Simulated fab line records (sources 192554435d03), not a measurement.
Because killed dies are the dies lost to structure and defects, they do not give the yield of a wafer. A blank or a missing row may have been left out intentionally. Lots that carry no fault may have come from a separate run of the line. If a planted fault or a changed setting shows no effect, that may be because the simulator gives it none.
Shared-tool check    flow n5 finfet    15 lots, 41 wafers sampled

REASON IT WAS OPENED
On 3 of the 15 lots, a flag is raised at N5_BEOL_M0_SAQP_THK_MEAS_05 on the reading thk nm. Wafers without a fault read 60.1 nm, standard deviation 0.84.
Rule: flag the lot when none of its wafers has a number, or when each of its wafers that has one lies beyond 4 standard deviations from that mean. All remaining lots are regarded as sound.

lot   measured      on             thk nm (nm), wafer by wafer  flag
L580  day 5 11:08   film metro-02  60.0 60.0                    
L581  day 5 14:59   film metro-02  58.9 60.4                    
L582  day 5 17:12   film metro-01  59.2 60.7 60.7               
L583  day 6 04:46   film metro-01  58.9 60.4                    
L589  day 8 01:56   film metro-01  59.6 60.9 61.6               
L591  day 8 03:17   film metro-02  22.7 23.5 23.4               FLAGGED
L590  day 8 09:35   film metro-01  22.9 22.9 22.9               FLAGGED
L592  day 8 13:43   film metro-01  22.7 23.0 23.7               FLAGGED
L593  day 9 05:27   film metro-01  60.1 60.4 60.4               
L597  day 10 04:08  film metro-02  59.3 60.1                    
L598  day 10 12:45  film metro-01  59.7 60.9 60.3               
L599  day 10 14:58  film metro-02  60.2 59.5 60.4               
L601  day 10 22:29  film metro-02  58.6 58.7 60.7               
L602  day 10 23:43  film metro-02  59.4 61.1 61.6               
L603  day 11 10:11  film metro-01  59.0 58.6 60.7               
On average the flagged lots' numbers are 23.1 nm, which is -37.0 nm against the usual, or -44 standard deviations.

TOOL THAT RAN EACH LOT
The record holds 2 process steps before the reading, out of a route of 1938 steps. Every cell lists first the tool, next ch and the chambers used by the sampled wafers, and last the start.
lot   flag     N5_MOL_CONTACT_COAG_STRIP_49          N5_BEOL_M0_SAQP_PECVD_04
L580           plasma asher-02 ch 0, day 5 05:04     pecvd-03 ch 0,1, day 5 11:02
L581           plasma asher-02 ch 0,1, day 5 09:05   pecvd-03 ch 0,2, day 5 14:53
L582           plasma asher-02 ch 0,1, day 5 12:26   pecvd-03 ch 0,1, day 5 17:06
L583           plasma asher-01 ch 0, day 5 22:08     pecvd-03 ch 1,2, day 6 04:39
L589           plasma asher-02 ch 0,1, day 7 19:34   pecvd-03 ch 0,1,2, day 8 01:50
L591  FLAGGED  plasma asher-01 ch 0,1, day 7 20:13   pecvd-02 ch 0,1,2, day 8 03:11
L590  FLAGGED  plasma asher-02 ch 0,1, day 8 04:38   pecvd-03 ch 0,1,2, day 8 09:29
L592  FLAGGED  plasma asher-01 ch 0,1, day 8 08:35   pecvd-03 ch 0,1,2, day 8 13:37
L593           plasma asher-02 ch 0,1, day 8 21:18   pecvd-02 ch 0,1,2, day 9 05:21
L597           plasma asher-02 ch 0,1, day 9 20:16   pecvd-02 ch 0,1, day 10 04:01
L598           plasma asher-01 ch 0, day 10 06:37    pecvd-03 ch 0,1,2, day 10 12:39
L599           plasma asher-01 ch 0,1, day 10 09:22  pecvd-02 ch 0,1, day 10 14:52
L601           plasma asher-02 ch 0,1, day 10 15:14  pecvd-02 ch 0,1,2, day 10 22:23
L602           plasma asher-01 ch 0,1, day 10 18:35  pecvd-04 ch 0,1,2, day 10 23:38
L603           plasma asher-02 ch 0,1, day 11 05:22  pecvd-04 ch 0,2, day 11 10:06
What the steps here do:
- N5_MOL_CONTACT_COAG_STRIP_49: strips in N2/H2, time 30 s.
- N5_BEOL_M0_SAQP_PECVD_04: deposits a-Si from SiH4/He, target thk 60 nm, time 60.2 s.
- N5_BEOL_M0_SAQP_THK_MEAS_05

FLAGGED AGAINST TOTAL, ONE TOOL AT A TIME (gauges that did the reading follow at the end)
step                          tool             lots run  flagged  share of the flagged lots  sound lots run after its first flagged lot
N5_MOL_CONTACT_COAG_STRIP_49  plasma asher-01  6         2        some                       3 (L598,L599,L602)
N5_MOL_CONTACT_COAG_STRIP_49  plasma asher-02  9         1        some                       4 (L593,L597,L601,L603)
N5_BEOL_M0_SAQP_PECVD_04      pecvd-02         5         1        some                       4 (L593,L597,L599,L601)
N5_BEOL_M0_SAQP_PECVD_04      pecvd-03         8         2        some                       1 (L598)
N5_BEOL_M0_SAQP_PECVD_04      pecvd-04         2         0        none                       -
N5_BEOL_M0_SAQP_THK_MEAS_05   film metro-01    8         2        some                       3 (L593,L598,L603)
N5_BEOL_M0_SAQP_THK_MEAS_05   film metro-02    7         1        some                       4 (L597,L599,L601,L602)

THE TABLE: WHAT IT ALLOWS
No row of the table ran every flagged lot.

WHAT THE SIMULATOR PUT IN
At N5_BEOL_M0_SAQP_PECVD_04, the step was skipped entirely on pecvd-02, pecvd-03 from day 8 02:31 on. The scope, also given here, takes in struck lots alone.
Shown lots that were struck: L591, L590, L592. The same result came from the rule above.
